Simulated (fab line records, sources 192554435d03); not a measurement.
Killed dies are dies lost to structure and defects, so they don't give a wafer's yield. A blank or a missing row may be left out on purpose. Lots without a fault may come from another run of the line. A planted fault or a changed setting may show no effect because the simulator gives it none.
One fault seen from 2 desks | flow n5_finfet | each desk has only its own numbers; what lay behind them comes last

THE METROLOGY DESK
What the gauges read, lot by lot, whatever tool the lot ran on: means of the sampled wafers that have a number. A lot is out of limits, marked OUT, if its mean lies more than 4 standard deviations from the usual mean; the brackets give that distance.
Columns: A = cd_nm at N5_BEOL_M13_CD_MEAS_28, usual 210.4 nm; B = M13_OVL at N5_BEOL_M13_OVL_MEAS_29, usual 0 nm
lot  | first seen here | A     | B
L201 | day 11 12:28    | 210.3 | 1
L204 | day 11 19:29    | 209.6 | 6
L212 | day 14 11:54    | 210.8 | -3
L213 | day 14 19:55    | 211.3 | 3
L215 | day 15 05:33    | 211.3 | -4
L218 | day 15 06:01    | 212.0 | 2
L217 | day 15 06:14    | 210.5 | -5
L219 | day 15 17:11    | 210.6 | 0
L223 | day 16 13:22    | 209.9 | 1
L221 | day 16 13:34    | 211.7 | -7
This desk's finding: nothing out of limits on any of the 10 lots.

THE TOOL OWNER'S DESK: litho_track-02
The tool's own readings at N5_BEOL_M13_PEB_26 (peb time 90 s): means of the sampled wafers that have a number, for each lot that ran on this tool. A lot is out of limits, marked OUT, if its mean lies more than 4 standard deviations from the usual mean; the brackets give that distance.
Columns: A = heater_power_total_W at N5_BEOL_M13_PEB_26, usual 172.3 W
lot  | first seen here | A
L204 | day 11 19:22    | 180.9 (+11) OUT
L213 | day 14 19:47    | 171.8
L215 | day 15 05:26    | 172.4
L218 | day 15 05:54    | 172.8
L219 | day 15 17:04    | 171.9
L221 | day 16 13:27    | 172.2
This desk's finding: out of limits on L204; first on L204, day 11 19:22 (heater_power_total_W at N5_BEOL_M13_PEB_26). In limits: L213, L215, L218, L219, L221.

PUT TOGETHER
The tool owner's desk could have raised an alarm at day 11 19:22, on L204.
The metrology desk saw nothing out of limits.
The metrology desk has L204 on record, within its limits.
Of the lots named, all ran N5_BEOL_M13_PEB_26 on litho_track-02.

WHAT THE SIMULATOR HAD PUT IN
Process parameter drift: litho_track-02, from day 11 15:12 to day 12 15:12, at N5_BEOL_M13_PEB_26. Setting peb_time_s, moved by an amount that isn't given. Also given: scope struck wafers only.
Lots struck among those shown: L204.
Hours from the fault's start to each desk's first reading out of limits: the tool owner's desk, 4.
